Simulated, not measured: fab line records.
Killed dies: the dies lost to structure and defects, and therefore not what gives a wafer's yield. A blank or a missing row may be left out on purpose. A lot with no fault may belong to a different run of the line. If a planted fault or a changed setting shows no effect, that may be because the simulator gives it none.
Which tool is to blame? | flow nand harc | Sampling: 6 lots, 18 wafers, 3 of 1302 route steps

## WHAT THE GAUGES SHOWED, per wafer
NHARC_P_GATE_CD_MEAS_26 targets a cd of 120 nm.
lot  | measured     | on        | cd nm (nm)
L534 | day 6 14:05  | cd sem-02 | 119.7 119.7 119.5
L543 | day 11 04:14 | cd sem-02 | 118.5 118.9 118.8
L544 | day 11 05:23 | cd sem-01 | 119.4 119.5 119.6
L548 | day 12 14:55 | cd sem-03 | 120.5 120.2 120.9
L551 | day 13 15:05 | cd sem-02 | 120.2 120.8 120.4
L553 | day 14 10:04 | cd sem-02 | 120.5 120.7 120.2

## TOOL THAT RAN EACH LOT (tool first, then ch and the chambers of the sampled wafers, then the start)
lot  | NHARC_P_GATE_DEP_103            | NHARC_P_GATE_EXPOSE_23
L534 | pecvd-04 ch 0,2, day 6 13:25    | arfi scanner-02 ch 0, day 6 13:57
L543 | pecvd-01 ch 0,1,2, day 11 03:34 | arfi scanner-01 ch 0, day 11 04:07
L544 | pecvd-03 ch 1,2, day 11 04:50   | arfi scanner-02 ch 0, day 11 05:15
L548 | pecvd-01 ch 0,1,2, day 12 14:26 | arfi scanner-02 ch 0, day 12 14:46
L551 | pecvd-04 ch 0,1, day 13 14:31   | arfi scanner-02 ch 0, day 13 14:56
L553 | pecvd-04 ch 0,1,2, day 14 09:25 | arfi scanner-01 ch 0, day 14 09:55
- NHARC_P_GATE_DEP_103: deposits SiON, target thk 30 nm.
- NHARC_P_GATE_EXPOSE_23: exposes mask P GATE, target cd 120 nm.

## THE ANSWER, worked out from the rows above alone
Rule: the lots themselves supply what counts as usual. The widest of any qualifying gaps counts: lots, ordered by their means at a reading, are off when they make up no more than a third of the lots, leave a main group of 4 or more, and stand apart from it by 3 or more times the standard deviation of that group's means. A main group whose means are all the same, to the digits that the tables above print for the reading, isn't used. A lot without any number at a reading at which 4 lots or more have one is off too. The other lots that the step has rows for count as sound.
No lot is off at any reading shown: from this, nothing can be told.

## WHAT THE SIMULATOR PUT IN
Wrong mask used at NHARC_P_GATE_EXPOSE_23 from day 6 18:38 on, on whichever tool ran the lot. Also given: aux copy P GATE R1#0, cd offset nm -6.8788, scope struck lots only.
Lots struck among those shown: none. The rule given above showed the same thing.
